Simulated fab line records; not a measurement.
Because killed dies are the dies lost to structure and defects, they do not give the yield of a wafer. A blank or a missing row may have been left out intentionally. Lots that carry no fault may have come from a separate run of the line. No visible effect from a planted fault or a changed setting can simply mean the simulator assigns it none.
Problem report in the 8D (eight disciplines) form, filled by code | flow nand-harc | the parts of the form that need people (team, actions taken, sign-off) are left out

1. WHAT IS WRONG
Wafers without a fault read 53, standard deviation 19; killed-at-array at NHARC_END_SORT_01 reads a mean of 498 on 4 wafers belonging to 2 lots. Relative to the usual mean, that is a shift of +23 standard deviations.
First seen on wafer L299.3, day 32 19:09, on prober-01. At this step, 7 wafers from 3 lots have a number in the record. By rule, "out" or "out of limits" means more than 4 standard deviations away from the usual mean. Any other wafer with a number is counted as sound.

2. WHAT IT IS; WHAT IT IS NOT
question                    | is                           | is not
which readings at this step | killed-at-array, killed-dies | killed-at-other, killed-at-periphery, killed-open, killed-short
which lots                  | L299, L302                   | L288
which wafers of those lots  | all that have a number       | -
read on which gauges        | prober-01, prober-02         | -
when                        | from day 32 19:09            | up to then (3 sound wafers)

3. THE SUSPECTS, EACH WITH WHAT RULES IT OUT
Counting: a tool stays on the suspect list if, at a process step up to the reading, it processed all lots that are out and no sound lot following the first of them.
- the gauge at NHARC_END_SORT_01 is ruled out. Those wafers that are out were read across 2 gauges (prober-01, prober-02).
- rie-diel-08 at NHARC_A_STAIRCASE_TRIM_16 (chemistry O2, time 211.2 s): kept. It ran every lot that is out, first L299 (day 23 16:09), and no sound lot after that; its last sound lot up to then is L288 (day 18 23:55). NHARC_A_STAIRCASE_TRIM_16: start missing for some lots; hours and lot order therefore follow NHARC_A_STAIRCASE_TRIM_20.
- rie-diel-08 at NHARC_A_STAIRCASE_ETCH_19 (etches the open film in C4F8/O2, target depth 100 nm, time 40.5 s): kept. It ran every lot that is out, first L299 (day 23 16:09), and no sound lot after that; its last sound lot up to then is L288 (day 18 23:55). NHARC_A_STAIRCASE_ETCH_19: start missing for some lots; hours and lot order therefore follow NHARC_A_STAIRCASE_TRIM_20.
- rie-diel-08 at NHARC_A_STAIRCASE_TRIM_20 (chemistry O2, time 211.2 s): kept. It ran every lot that is out, first L299 (day 23 16:09), and no sound lot after that; its last sound lot up to then is L288 (day 18 23:55).
- rie-diel-08 at NHARC_A_STAIRCASE_ETCH_23 (etches the open film in C4F8/O2, target depth 100 nm, time 40.5 s): kept. It ran every lot that is out, first L299 (day 23 16:53), and no sound lot after that; its last sound lot up to then is L288 (day 19 00:39). NHARC_A_STAIRCASE_ETCH_23: start missing for some lots; hours and lot order therefore follow NHARC_A_STAIRCASE_TRIM_26.
- rie-diel-08 at NHARC_A_STAIRCASE_TRIM_24 (chemistry O2, time 211.2 s): kept. It ran every lot that is out, first L299 (day 23 16:53), and no sound lot after that; its last sound lot up to then is L288 (day 19 00:39). NHARC_A_STAIRCASE_TRIM_24: start missing for some lots; hours and lot order therefore follow NHARC_A_STAIRCASE_TRIM_26.
- rie-diel-08 at NHARC_A_STAIRCASE_TRIM_26 (chemistry O2, time 211.2 s): kept. It ran every lot that is out, first L299 (day 23 16:53), and no sound lot after that; its last sound lot up to then is L288 (day 19 00:39). Out on those wafers are its own readings of oes-product-au.
Left after counting: rie-diel-08 at NHARC_A_STAIRCASE_TRIM_16, rie-diel-08 at NHARC_A_STAIRCASE_ETCH_19, rie-diel-08 at NHARC_A_STAIRCASE_TRIM_20, rie-diel-08 at NHARC_A_STAIRCASE_ETCH_23, rie-diel-08 at NHARC_A_STAIRCASE_TRIM_24, rie-diel-08 at NHARC_A_STAIRCASE_TRIM_26.

4. THE CAUSE (what the simulator had put in)
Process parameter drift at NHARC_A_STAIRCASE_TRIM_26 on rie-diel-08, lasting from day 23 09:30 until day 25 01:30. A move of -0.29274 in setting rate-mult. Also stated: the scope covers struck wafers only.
This tool is one of the 6 suspects left after counting.

5. SEQUENCE OF EFFECTS, ordered by route
Each row: a reading whose mean over the struck wafers that have a number lies more than 3 standard deviations from the usual. Scope: only readings with a usual standard deviation given in the record; hours: median across lots of the time from each lot's start at the first step in this table that gives one to its start at this step; sigmas: change in usual standard deviations.
hours | step                      | reading         | usual      | on struck wafers | change | sigmas
0     | NHARC_A_STAIRCASE_TRIM_26 | oes-product-au  | 0.999 a.u. | 0.820            | -0.179 | -19
213   | NHARC_END_SORT_01         | killed-at-array | 53         | 498              | +445   | +23
213   | NHARC_END_SORT_01         | killed-dies     | 57         | 502              | +445   | +23
Its process steps:
- NHARC_A_STAIRCASE_TRIM_26: chemistry O2, time 211.2 s.

6. WHAT WOULD HAVE CAUGHT IT SOONER
In this record the first reading out of limits at a measuring or inspecting step was taken at day 32 19:09, 226 hours after the fault began at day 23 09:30.
At NHARC_A_STAIRCASE_TRIM_26, the tool's own readings (oes-product-au) were out on each struck wafer the step has a row for, so an alarm limit on them would have fired on the first such wafer.
Each of the lots that are out, 2 in all, had begun NHARC_A_STAIRCASE_TRIM_26 on rie-diel-08 no later than day 32 19:09. Holding the tool at that point would not have protected any of them.
